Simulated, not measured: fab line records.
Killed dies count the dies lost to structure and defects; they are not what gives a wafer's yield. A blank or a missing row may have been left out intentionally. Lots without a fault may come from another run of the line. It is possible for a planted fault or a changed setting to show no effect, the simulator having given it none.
Struck lot and sound lot, side by side / flow n5Finfet / 36 out of 1938 route steps
Sound: the wafers L453.1, L453.4, L453.5. Wafers struck: L444.2, L444.3, L444.6. The cause comes at the end.
Each step with rows lists, per side, the tool, then ch with its chambers, then its first start. Under that, the readings that differ: sound wafers / struck wafers / difference of the means / sigmas: that difference in standard deviations of wafers without a fault.
alike: a reading whose means differ by less than 2 such deviations, as well as words and numbers matching on both sides. not compared: withheld readings; readings where some wafer has no value; bounds like >300 that might hide an equal value; numbers whose values overlap and for which the record gives no deviation.
Wherever a step has rows on one side only, a row that says differs or no value, or a row with sigmas, the two part there. When numbers do not overlap yet have no deviation, they are printed without sigmas and do not part them. A reading that every wafer of one side lacks parts them only if that side has two wafers or more.

first, 9 steps without rows for these wafers: N5_BEOL_M4_ANNEAL_95 (time 240 s); N5_BEOL_M4_SPUTTER_96 (material Cu, target thk 4.5 nm, time 8.29 s); N5_BEOL_M4_ECD_50 (material Cu, target thk 300 nm); N5_BEOL_M4_ANNEAL_51 (time 90 s); N5_BEOL_M4_CMP_52 (polishes, stops on SiOC, t overpolish 6.8 s, target thk 40 nm); N5_BEOL_M4_PRE_CLEAN_60 (time 15 s); N5_BEOL_M4_CO_CAP_55 (material Co, precursor CCTBA/H2, target thk 2 nm, time 102.1 s); N5_BEOL_M4_PRE_CLEAN_56 (time 15 s); N5_BEOL_M4_DEP_57 (deposits SiCN from 3MS/NH3, target thk 8 nm, time 14 s).
N5_BEOL_M4_RC_MEAS_101:
  sound on prober-02 ch 0, day 14 02:05; struck on prober-02 ch 0, day 12 05:15
reading=DIBL_N (mV/V); sound=31.5 34.6 35.4; struck=43.7 34.9 40.3; difference=+5.8; sigmas=+2
reading=DIBL_P (mV/V); sound=33 34 35; struck=45 36 41; difference=+7; sigmas=+2
reading=IOFF_N (nA/um); sound=0.09 0.13 0.14; struck=0.33 0.13 0.22; difference=+0.11; sigmas=+2
reading=SS_N (mV/dec); sound=70.5 70.6 71.4; struck=74.4 71.2 73.8; difference=+2.3; sigmas=+3
  alike: IOFF_P, ION_N, ION_P, SS_P, VT_N, VT_P
then, 24 steps without rows for these wafers: N5_BEOL_M5_ILD_DEP_00 (deposits SiCOH lowk from DEMS/porogen, target thk 140.64 nm, time 25.9 s); N5_BEOL_M5_CURE_79 (cures SiCOH lowk, time 240 s); N5_BEOL_M5_PECVD_70 (deposits SiO2 from TEOS/O2, target thk 16 nm, time 18 s); N5_BEOL_M5_HM_DEP_02 (deposits TiN, target thk 20 nm); N5_BEOL_M5_COAT_59 (time 60 s, resist thk 60 nm); N5_BEOL_M5_COAT_60 (time 60 s, resist thk 12 nm); N5_BEOL_M5_COAT_71 (time 60 s, resist thk 5 nm); N5_BEOL_M5_COAT_05 (resist thk 30 nm); N5_BEOL_M5_EBR_07; N5_BEOL_M5_SOFTBAKE_06 (time 60 s); N5_BEOL_M5_EXPOSE_08 (exposes mask M5, target cd 28 nm); N5_BEOL_M5_PEB_09 (peb time 60 s); N5_BEOL_M5_DEVELOP_10 (develop time 30 s); N5_BEOL_M5_DESCUM_16 (chemistry O2, time 7 s); N5_BEOL_M5_ETCH_72 (etches underlayer in N2/H2, target depth 6.5 nm, time 5.2 s); N5_BEOL_M5_ETCH_61 (etches SiARC in CF4, target depth 15.6 nm, time 26 s); N5_BEOL_M5_ETCH_62 (etches SOC in N2/H2, target depth 75 nm, overetch 15 nm, time 112.5 s); N5_BEOL_M5_STRIP_63 (strips in N2/H2); N5_BEOL_M5_STRIP_73 (strips in N2/H2); N5_BEOL_M5_STRIP_64 (strips in CF4); N5_BEOL_M5_HM_OPEN_17 (chemistry Cl2/BCl3, target TiN, target depth 20 nm, overetch 6 nm); N5_BEOL_M5_STRIP_19 (strips in O2); N5_BEOL_M5_COAT_65 (time 60 s, resist thk 60 nm); N5_BEOL_M5_COAT_66 (time 60 s, resist thk 12 nm).
-- record jumps: 3 days separate the struck wafers' starts on either side; left off in module BEOL_M5, taken up again in module BEOL_M14, whose first shown step is the route's number 1770 --
N5_BEOL_M14_DEP_53: deposits SiCN from 3MS/NH3, target thk 50 nm, time 17.8 s.
  sound on pecvd-01 ch 0,1, day 17 18:53; struck on pecvd-01 ch 0,1,2, day 15 14:22
  no value came back on the struck wafers for any of 5 readings (chamberPressureTorr (Torr), rfFwdPowerW (W) and others); on the sound wafers chamberPressureTorr (Torr) reads 3.002 2.987 2.993
N5_PASSIVATION_PROBE_49:
  sound on prober-02 at day 18 14:15; struck on prober-02 at day 16 09:48
reading=defectLimitedYield (%); sound=91.6 91.4 91.6; struck=0 0 0; difference=-92; sigmas=-65
reading=killed_at_M4_up; sound=9 13 10; struck=1105 1103 1105; difference=+1094; sigmas=+99 or more
reading=killedDies; sound=99 102 99; struck=1180 1180 1180; difference=+1080; sigmas=+64
reading=killedOnRim; sound=9 18 8; struck=152 152 152; difference=+140; sigmas=+36
reading=sort_bin_5_function (%); sound=4.7 4.6 5.0; struck=97.7 97.1 96.5; difference=+92.3; sigmas=+97
reading=sortNPass; sound=1081 1078 1081; struck=0 0 0; difference=-1080; sigmas=-64
reading=sortYieldPct (%); sound=91.6 91.4 91.6; struck=0 0 0; difference=-92; sigmas=-61
  alike: killed_at_M0_to_M3, killedAtContacts, killedAtFrontEnd, killedAtOther, killedOpen, killedShort, sort_bin_6_memory

## WHERE THEY PART
At N5_BEOL_M4_RC_MEAS_101 first; at N5_PASSIVATION_PROBE_49 last (within this record only).

WHY: what the simulator had put in
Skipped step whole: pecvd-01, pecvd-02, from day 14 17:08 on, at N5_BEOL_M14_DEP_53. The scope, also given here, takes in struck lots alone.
